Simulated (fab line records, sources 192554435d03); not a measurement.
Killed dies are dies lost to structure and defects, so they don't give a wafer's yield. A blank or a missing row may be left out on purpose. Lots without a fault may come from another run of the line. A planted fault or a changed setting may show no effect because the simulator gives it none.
fab line records | flow n5_finfet
record lots=15 wafers=43 last_day=18
route steps=1938 shown HKMG_FIN@458 GATE_CUT@484 BEOL_M4@1111
lots that met no fault: from a run of the same line without faults
start_h: hours from the record's first day to the start of the lot's first wafer shown | wait_h: hours since the lot's step before | " the same as in the row above | L1.1+2: a row that stands for several wafers | - no value, or no start given | * or withheld: withheld | < > ~ a bound
route shown NAME@n: a module of which the file shows steps, and the number in the route of the first | usual: mean/standard deviation of fault-free wafers | same: alike in all rows | chamber/n: place in a boat | sites: the reading at each site | _std_site: their standard deviation | _edge_site: outer sites' mean less inner sites' | radius_mm: how far each site lies from the wafer's centre | mask NAME#n: copy n | behind: the tool/chamber that last shaped the wafer | hold: why the lot was held/for how many hours/how that ended | device: the transistor (n, p or np) that didn't switch | end of line: the same wafers' tests at the end of the route | a step without rows: its recipe alone | killed: dies lost to structure and defects at the first sort, not the wafer's yield | map: a wafer's dies, x killed, . not, _ none there
set.NAME: the setting as run; set.NAME@STEP: as run at that earlier step | model.NAME: the simulator's own value behind a step, which no gauge read
steps of the route over a sample of lots; a table a step, a row a wafer
services: from which hour (start_h, from the record's first day; less than 0 if before it) a tool's chamber was out of use, for how many hours, and why
## steps
# step N5_HKMG_FIN_W_FILL_22
# recipe material=W target_thk_a=600 temp_c=400 pressure_torr=39.4 time_s=18.2
# usual heater_power_w=810/78 susceptor_temp_C=400.00/0.22 throttle_valve_pct=19.9/1.3
# columns lot.wafer tool chamber start_h wait_h heater_power_w susceptor_temp_C throttle_valve_pct
L655.1 cvd_w-01 1 85.13 0.0 726 399.94 19.0
L655.4 " 0 " " 785 400.03 18.4
L655.5 " 0 " " 814 399.97 18.6
L657.1 cvd_w-02 0 92.35 0.0 938 399.71 21.8
L657.3 " 1 " " 884 399.88 21.3
L657.5 " 1 " " 880 399.87 21.3
L659.1 cvd_w-02 1 105.45 0.0 869 399.78 21.4
L659.4 " 1 " " 878 400.20 21.5
L659.5 " 1 " " 875 399.83 21.4
L658.1 cvd_w-01 0 107.35 0.0 786 399.76 18.3
L658.5 " 0 " " 816 399.79 18.5
L658.6 " 1 " " 713 400.31 19.2
L661.1 cvd_w-02 1 118.24 0.0 888 400.01 21.6
L661.2 " 0 " " 910 400.01 21.9
L661.5 " 0 " " 921 400.23 21.7
L662.1 cvd_w-01 0 123.90 0.0 797 399.96 18.7
L662.2 " 1 " " 715 400.14 19.0
L662.5 " 0 " " 805 399.81 18.4
L663.2 cvd_w-01 1 128.54 0.0 720 399.92 19.3
L663.4 " 0 " " 803 400.51 18.6
L663.5 " 1 " " 713 400.01 19.6
L664.1 cvd_w-02 1 136.44 0.0 874 400.01 21.5
L664.2 " 0 " " 957 399.99 22.0
L664.5 " 1 " " 874 399.64 21.3
L665.1 cvd_w-01 1 141.93 0.0 732 400.07 19.3
L665.4 " 0 " " 817 400.42 18.5
L665.5 " 0 " " 783 399.99 18.5
L666.2 cvd_w-01 1 149.35 0.1 739 399.69 19.2
L666.5 " 1 " " 726 400.01 19.3
L666.6 " 1 " " 736 400.10 19.1
L667.1 cvd_w-02 0 151.05 0.0 949 400.03 21.9
L667.3 " 0 " " 942 399.84 21.9
L667.4 " 1 " " 867 400.02 21.5
L669.1 cvd_w-02 0 163.52 0.0 916 399.86 22.0
L669.2 " 1 " " 905 399.64 21.6
L669.3 " 1 " " 871 399.94 21.8
L676.3 cvd_w-01 0 207.20 0.0 793 400.16 18.8
L676.6 " 0 " " 803 400.01 18.8
L677.1 cvd_w-01 1 213.58 0.0 724 399.78 19.5
L677.3 " 0 " " 809 399.86 18.5
L677.5 " 0 " " 795 400.00 18.6
L678.2 cvd_w-01 0 219.52 0.0 809 399.75 18.6
L678.6 " 0 " " 820 399.80 18.7
# step N5_HKMG_FIN_CMP_23
# recipe stop_on=SiNx t_overpolish_s=10 post_cmp_clean=rinse_only down_force_psi=4 platen_rpm=50.289 pad_velocity_m_s=1.0006 target_thk_nm=46.326
# usual edge_zone_pressure_frac=1.000/0.0053 head_pressure_psi=4.000/0.008 motor_current_A=11.9/1.8 overpolish_run_s=10.000/0.0098 pad_life_wafers=1013/560 time_to_endpoint_s=12.3/1.7
# columns lot.wafer tool chamber start_h wait_h edge_zone_pressure_frac head_pressure_psi motor_current_A overpolish_run_s pad_life_wafers time_to_endpoint_s
L655.1 cmp-02 3 85.24 0.0 0.994 3.998 11.8 10.004 696 13.9
L655.4 " 0 " " 1.004 4.002 10.7 9.999 697 11.1
L655.5 " 3 " " 0.992 4.005 11.4 10.003 - 14.9
L657.1 cmp-02 0 92.46 0.0 1.002 4.000 10.6 9.991 762 11.5
L657.3 " 2 " " 0.997 4.004 14.2 10.010 764 13.6
L657.5 " 1 " " 1.004 3.997 13.5 9.999 - 13.2
L659.1 cmp-01 3 105.57 0.0 1.002 4.004 12.5 10.013 168 12.5
L659.4 " 0 " " 0.998 4.003 9.9 9.995 169 13.0
L659.5 " 0 " " 0.993 3.995 9.6 10.010 - 12.6
L658.1 cmp-03 1 107.62 0.2 0.994 4.015 12.7 10.000 1916 11.1
L658.6 " 3 " " 1.004 4.001 14.7 9.998 - 11.5
L658.5 " 0 " " 1.004 3.995 9.3 9.989 - 11.2
L661.2 cmp-03 3 118.34 0.0 1.000 3.996 14.1 10.018 1998 13.3
L661.1 " 1 " " 0.995 3.996 13.1 10.004 2000 15.7
L661.5 " 3 " " 0.999 4.016 14.6 9.994 - 13.7
L662.2 cmp-02 0 124.22 0.2 1.004 3.997 11.0 9.991 1010 9.4
L662.1 " 1 " " 1.004 3.992 14.8 10.006 1011 11.8
L662.5 " 2 " " 1.001 3.993 14.1 10.007 - 11.8
L663.4 cmp-03 3 128.82 0.1 1.004 4.000 14.2 9.986 2101 13.7
L663.2 " 1 " " 1.003 3.997 13.5 10.013 2103 11.9
L663.5 " 3 " " 1.002 4.001 14.1 9.983 - 13.4
L664.1 cmp-02 0 136.71 0.2 1.001 4.001 10.1 9.998 1130 13.2
L664.2 " 1 " " 1.000 3.989 14.2 9.989 1131 16.9
L664.5 " 2 " " 0.997 3.992 13.4 9.998 - 10.8
L665.1 cmp-02 3 142.12 0.1 1.004 4.008 11.4 10.004 1183 15.4
L665.4 " 0 " " 1.005 3.989 10.3 9.993 1184 14.3
L665.5 " 3 " " 0.999 4.007 11.2 10.000 - 14.9
L666.2 cmp-02 0 149.56 0.1 0.997 3.978 10.4 10.005 1237 10.4
L666.6 " 3 " " 1.004 3.998 11.1 10.013 - 13.0
L666.5 " 0 " " 1.000 4.000 10.7 9.997 - 11.2
L667.3 cmp-01 3 151.16 0.0 0.999 3.998 13.0 10.000 534 12.8
L667.4 " 1 " " 1.002 4.013 12.0 9.996 536 13.4
L667.1 " 2 " " 1.000 4.002 11.4 9.980 537 11.5
L669.1 cmp-01 3 163.63 0.0 0.999 3.988 12.8 9.991 618 15.5
L669.2 " 0 " " 0.995 3.999 9.5 10.006 619 13.4
L669.3 " 1 " " 0.995 3.988 11.9 10.012 620 10.2
L676.3 cmp-02 1 207.45 0.2 1.005 4.011 14.4 10.000 1706 12.9
L676.6 " 3 " " 1.003 4.002 11.2 9.987 - 12.1
L677.1 cmp-01 2 213.69 0.0 1.000 4.003 12.0 9.990 1026 11.5
L677.3 " 3 " " 1.006 3.994 12.6 10.001 1027 9.1
L677.5 " 2 " " 0.994 3.998 12.0 10.003 - 10.2
L678.2 cmp-03 1 219.78 0.2 1.003 4.005 12.9 9.991 560 10.1
L678.6 " 3 " " 1.003 4.005 15.4 9.990 - 11.1
# step N5_HKMG_FIN_CMP_94
# recipe stop_on=SiNx post_cmp_clean=w_dilute_nh4oh t_overpolish_s=4.7 down_force_psi=4 platen_rpm=50.289 pad_velocity_m_s=1.0006 target_thk_nm=43.299
# usual edge_zone_pressure_frac=1.001/0.005 head_pressure_psi=4.000/0.009 motor_current_A=11.9/1.9 pad_life_wafers=1019/560
# columns lot.wafer tool chamber start_h wait_h edge_zone_pressure_frac head_pressure_psi motor_current_A pad_life_wafers
L655.1 cmp-02 3 85.72 0.4 1.004 3.995 11.5 702
L655.4 " 0 " " 1.011 4.027 10.6 703
L655.5 " 3 " " 1.004 3.987 11.2 -
L657.1 cmp-02 0 92.94 0.4 1.006 3.997 9.9 768
L657.3 " 2 " " 0.998 4.002 13.5 770
L657.5 " 1 " " 1.005 4.000 13.8 -
L659.1 cmp-01 3 106.05 0.4 1.004 4.016 13.3 174
L659.4 " 0 " " 1.002 4.013 9.3 175
L659.5 " 0 " " 1.002 4.012 9.4 -
L658.1 cmp-03 1 108.00 0.3 1.003 4.009 13.0 1922
L658.6 " 3 " " 0.993 4.000 15.3 -
L658.5 " 0 " " 1.010 4.003 9.5 -
L661.2 cmp-03 3 118.82 0.4 1.009 3.991 15.2 2004
L661.1 " 1 " " 1.004 4.000 13.4 2006
L661.5 " 3 " " 1.013 4.006 13.7 -
L662.2 cmp-02 0 124.60 0.3 1.005 3.988 9.9 1016
L662.1 " 1 " " 1.004 3.994 14.4 1017
L662.5 " 2 " " 0.997 3.994 13.1 -
L663.4 cmp-03 3 129.25 0.3 1.003 4.001 14.7 2107
L663.2 " 1 " " 1.008 4.008 13.3 2109
L663.5 " 3 " " 0.996 3.997 14.6 -
L664.1 cmp-02 0 137.09 0.3 1.003 4.002 11.1 1136
L664.2 " 1 " " 0.997 4.010 13.9 1137
L664.5 " 2 " " 0.996 3.998 13.9 -
L665.1 cmp-02 3 142.55 0.3 1.000 3.996 11.6 1189
L665.4 " 0 " " 1.003 4.007 10.2 1190
L665.5 " 3 " " 1.005 3.996 10.8 -
L666.2 cmp-02 0 149.99 0.3 0.994 3.981 10.0 1243
L666.6 " 3 " " 1.001 3.992 10.9 -
L666.5 " 0 " " 0.996 3.999 10.0 -
L667.3 cmp-01 3 151.64 0.4 1.008 4.014 13.7 540
L667.4 " 1 " " 1.000 4.001 11.7 542
L667.1 " 2 " " 1.002 3.993 12.3 543
L669.1 cmp-01 3 164.11 0.4 1.008 4.000 12.7 624
L669.2 " 0 " " 1.002 4.011 8.6 625
L669.3 " 1 " " 0.992 3.991 12.0 626
L676.3 cmp-02 1 207.83 0.3 0.996 3.997 14.0 1712
L676.6 " 3 " " 1.005 3.999 12.1 -
L677.1 cmp-01 2 214.17 0.4 1.006 4.007 11.6 1032
L677.3 " 3 " " 1.001 3.990 13.3 1033
L677.5 " 2 " " 1.003 3.992 11.7 -
L678.2 cmp-03 1 220.16 0.3 1.000 3.999 13.0 566
L678.6 " 3 " " 0.999 4.000 14.7 -
# step N5_GATE_CUT_EXPOSE_10
# recipe mask_id=GATE_CUT na=0.33 source_shape=annular sigma_inner=0.35 sigma_outer=0.8 polarization=unpolarized target_cd_nm=20 dose_mj=43.25
# columns lot.wafer tool chamber start_h wait_h mask
L655.1+4+5 euv_scanner-01 0 89.77 - GATE_CUT#0
L657.1+3+5 euv_scanner-01 0 97.11 - GATE_CUT#0
L659.1+4+5 euv_scanner-02 0 110.43 - GATE_CUT#0
L658.1+5+6 euv_scanner-02 0 111.99 - GATE_CUT#0
L661.1+2+5 euv_scanner-02 0 122.50 - GATE_CUT#0
L662.1+2+5 euv_scanner-01 0 128.47 - GATE_CUT#0
L663.2+4+5 euv_scanner-02 0 133.16 - GATE_CUT#0
L664.1+2+5 euv_scanner-02 0 140.89 - GATE_CUT#0
L665.1+4+5 euv_scanner-02 0 146.65 - GATE_CUT#0
L666.2+5+6 euv_scanner-02 0 153.65 - GATE_CUT#0
L667.1+3+4 euv_scanner-01 0 155.90 - GATE_CUT#0
L669.1+2+3 euv_scanner-01 0 167.95 - GATE_CUT#0
L676.3+6 euv_scanner-02 0 211.92 - GATE_CUT#0
L677.1+3+5 euv_scanner-02 0 217.85 - GATE_CUT#0
L678.2+6 euv_scanner-02 0 224.43 - GATE_CUT#0
# step N5_GATE_CUT_CD_MEAS_13
# recipe target_cd_nm=20 landing_energy_ev=500 detector=se_inlens
# usual cd_nm=19.94/0.23
# columns lot.wafer tool chamber start_h wait_h cd_nm
L655.1 cd_sem-01 0 89.90 - 19.34
L655.4 " 0 " " 19.94
L655.5 " 0 " " 19.89
L657.1 cd_sem-02 0 97.24 - 20.10
L657.3 " 0 " " 20.22
L657.5 " 0 " " 20.04
L659.1 cd_sem-02 0 110.56 - 19.89
L659.4 " 0 " " 19.46
L659.5 " 0 " " 20.10
L658.1 cd_sem-02 0 112.12 - 20.07
L658.5 " 0 " " 19.80
L658.6 " 0 " " 20.06
L661.1 cd_sem-01 0 122.63 - 19.94
L661.2 " 0 " " 19.97
L661.5 " 0 " " 19.56
L662.1 cd_sem-01 0 128.60 - 20.65
L662.2 " 0 " " 20.41
L662.5 " 0 " " 20.00
L663.2 cd_sem-02 0 133.28 - 20.22
L663.4 " 0 " " 19.69
L663.5 " 0 " " 19.87
L664.1 cd_sem-01 0 141.03 - 19.85
L664.2 " 0 " " 19.97
L664.5 " 0 " " 19.88
L665.1 cd_sem-02 0 146.78 - 20.14
L665.4 " 0 " " 19.98
L665.5 " 0 " " 19.90
L666.2 cd_sem-01 0 153.78 - 20.01
L666.5 " 0 " " 19.92
L666.6 " 0 " " 20.17
L667.1 cd_sem-02 0 156.03 - 20.23
L667.3 " 0 " " 20.38
L667.4 " 0 " " 20.24
L669.1 cd_sem-01 0 168.08 - 20.25
L669.2 " 0 " " 19.83
L669.3 " 0 " " 19.72
L676.3 cd_sem-02 0 212.04 - 20.14
L676.6 " 0 " " 17.73
L677.1 cd_sem-01 0 217.98 - 17.61
L677.3 " 0 " " 19.54
L677.5 " 0 " " 19.50
L678.2 cd_sem-01 0 224.56 - 19.94
L678.6 " 0 " " 17.57
# step N5_BEOL_M4_RC_MEAS_101
# usual DIBL_N=36.3/1.2 DIBL_P=36.3/1.4 IOFF_N=0.157/0.02 IOFF_P=0.22/0.033 ION_N=675/9.6 ION_P=465/8.2 SS_N=71.4/0.45 SS_P=73.3/0.54 VT_N=249.8/2.5 VT_P=-249/3.2
# columns lot.wafer tool chamber start_h wait_h DIBL_N[mV/V] DIBL_P[mV/V] IOFF_N[nA/um] IOFF_P[nA/um] ION_N[uA/um] ION_P[uA/um] SS_N[mV/dec] SS_P[mV/dec] VT_N[mV] VT_P[mV]
L655.1 prober-01 0 170.35 0.0 37.2 38.5 0.169 0.23 681 466 71.4 72.8 246.2 -249
L655.4 " 0 " " 36.6 37.3 0.150 0.21 676 467 71.6 72.7 249.8 -251
L655.5 " 0 " " 35.3 36.4 0.137 0.20 661 457 71.5 73.0 251.9 -252
L657.1 prober-01 0 187.88 0.0 34.6 34.8 0.128 0.16 665 455 71.2 72.0 251.3 -256
L657.3 " 0 " " 35.1 34.9 0.132 0.17 662 453 71.7 72.3 251.7 -253
L657.5 " 0 " " 35.3 35.1 0.137 0.17 668 455 71.2 71.9 253.9 -254
L659.1 prober-01 0 209.08 0.0 36.7 36.7 0.185 0.25 695 475 72.2 73.9 247.5 -249
L659.4 " 0 " " 36.6 36.2 0.163 0.23 679 466 71.9 72.6 250.2 -249
L659.5 " 0 " " 36.4 36.4 0.179 0.25 695 477 71.0 72.6 246.5 -246
L658.1 prober-01 0 215.64 0.0 36.5 35.2 0.145 0.20 677 465 71.7 73.1 253.5 -251
L658.5 " 0 " " 37.5 37.4 0.176 0.24 690 477 71.7 73.4 246.0 -247
L658.6 " 0 " " 36.6 34.6 0.138 0.19 674 460 71.2 73.4 252.7 -251
L664.1 prober-01 0 232.27 0.4 34.2 35.7 0.151 0.23 686 468 71.2 72.6 248.1 -247
L664.2 " 0 " " 34.5 36.1 0.159 0.23 670 470 71.8 72.4 245.6 -248
L664.5 " 0 " " 35.3 37.5 0.177 0.26 692 475 71.6 72.8 247.1 -246
L662.1 prober-02 0 234.49 0.0 37.6 37.5 0.184 0.22 686 470 71.3 73.1 244.6 -247
L662.2 " 0 " " 35.8 34.8 0.135 0.17 662 449 71.1 72.5 250.2 -251
L662.5 " 0 " " 35.3 34.3 0.135 0.17 664 458 71.0 72.0 251.1 -251
L661.1 prober-01 0 234.87 0.0 36.2 35.5 0.137 0.18 668 456 71.4 73.1 252.1 -252
L661.2 " 0 " " 37.5 37.2 0.155 0.21 684 468 71.9 73.3 253.2 -252
L661.5 " 0 " " 36.2 35.9 0.140 0.18 673 459 71.1 72.8 251.5 -253
L663.2 prober-01 0 248.07 0.2 37.8 36.3 0.164 0.23 671 462 72.0 73.7 251.0 -246
L663.4 " 0 " " 37.8 36.7 0.176 0.25 688 474 71.1 73.4 247.2 -245
L663.5 " 0 " " 37.6 35.7 0.170 0.23 684 472 71.6 73.5 248.2 -247
L665.1 prober-02 0 251.22 0.0 37.4 35.5 0.168 0.23 683 466 70.9 73.8 249.0 -249
L665.4 " 0 " " 36.9 35.0 0.162 0.21 680 466 71.2 73.2 248.9 -247
L665.5 " 0 " " 37.3 35.6 0.174 0.23 682 465 71.6 73.8 250.0 -247
L666.2 prober-01 0 263.83 0.2 37.4 38.4 0.177 0.21 680 462 72.0 73.6 248.5 -253
L666.5 " 0 " " 36.5 36.9 0.157 0.18 669 459 71.7 73.1 249.4 -253
L666.6 " 0 " " 36.8 36.2 0.153 0.18 665 451 72.0 73.3 250.3 -254
L667.1 prober-01 0 269.43 0.0 37.2 37.3 0.182 0.25 680 475 71.3 73.5 248.5 -246
L667.3 " 0 " " 35.8 36.4 0.173 0.24 680 472 71.3 73.9 249.2 -245
L667.4 " 0 " " 36.2 36.6 0.173 0.23 677 465 71.1 72.8 247.7 -246
L669.1 prober-02 0 276.89 0.0 37.1 37.0 0.156 0.22 666 459 71.4 74.0 250.1 -249
L669.2 " 0 " " 36.4 36.4 0.154 0.21 671 457 72.1 73.0 252.0 -251
L669.3 " 0 " " 34.7 34.0 0.120 0.18 660 453 70.6 73.4 254.0 -253
L677.3 prober-01 0 307.51 0.3 37.4 37.9 0.182 0.28 675 473 71.5 74.0 246.1 -245
L677.5 " 0 " " 36.5 36.6 0.170 0.26 667 464 71.8 73.9 247.4 -246
L676.3 prober-02 0 315.34 0.3 37.2 37.3 0.186 0.26 691 481 71.4 74.0 247.1 -246
L678.2 prober-02 0 331.82 0.2 38.2 39.2 0.187 0.29 688 471 71.6 74.1 249.0 -242
## services
# columns tool chamber start_h hours kind
euv_scanner-02 - 74.90 4.6 pm
cmp-01 - 79.11 4.0 pm
euv_scanner-02 - 85.10 1.0 pm
euv_scanner-01 - 86.11 1.0 pm
euv_scanner-01 - 108.63 10.2 repair
cmp-01 - 122.73 1.6 repair
euv_scanner-01 - 130.99 4.6 pm
cmp-01 - 132.47 1.0 repair
cmp-03 - 133.15 4.0 pm
euv_scanner-01 - 137.47 0.8 repair
cmp-03 - 139.82 3.8 repair
euv_scanner-02 - 141.25 1.0 pm
euv_scanner-01 - 142.26 1.0 pm
cvd_w-01 0 143.48 6.9 repair
cmp-01 - 151.87 0.2 repair
cvd_w-02 - 164.76 1.5 repair
cmp-02 - 174.22 1.1 repair
cmp-03 - 186.94 8.3 pm
cvd_w-02 - 196.38 0.2 repair
euv_scanner-02 - 197.40 1.0 pm
euv_scanner-01 - 198.41 1.0 pm
cvd_w-01 - 201.98 0.7 repair
cmp-02 - 211.14 20.4 pm
cmp-01 - 223.63 1.2 repair
## key
first_sign step=N5_GATE_CUT_CD_MEAS_13 reading=cd_nm direction=down sigmas=9.9 usual=19.94 struck=17.63
effect none on later readings
met_at N5_GATE_CUT_EXPOSE_10
struck_lots L676,L677,L678
struck_wafers L676.6,L677.1,L678.6
later_rows_left_out L676.6,L677.1,L678.6
sort_left_out L676.6,L677.1,L678.6
not_acting_at N5_HKMG_FIN_W_FILL_22,N5_HKMG_FIN_CMP_23,N5_HKMG_FIN_CMP_94
onset_between 153.65 211.92
fault kind=process_parameter_drift tool=euv_scanner-02 chamber=- onset_h=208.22 steps=N5_GATE_CUT_EXPOSE_10 channel=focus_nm offset=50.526 shape=step end_h=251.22 scope=struck_wafers_only
# sort_left_out: the simulated sort isn't trusted on such a fault, so these wafers' sort isn't shown, and their yield isn't known
# later_rows_left_out: the simulator's readings of these wafers behind a module that went badly wrong aren't trusted and aren't shown, but for the sort
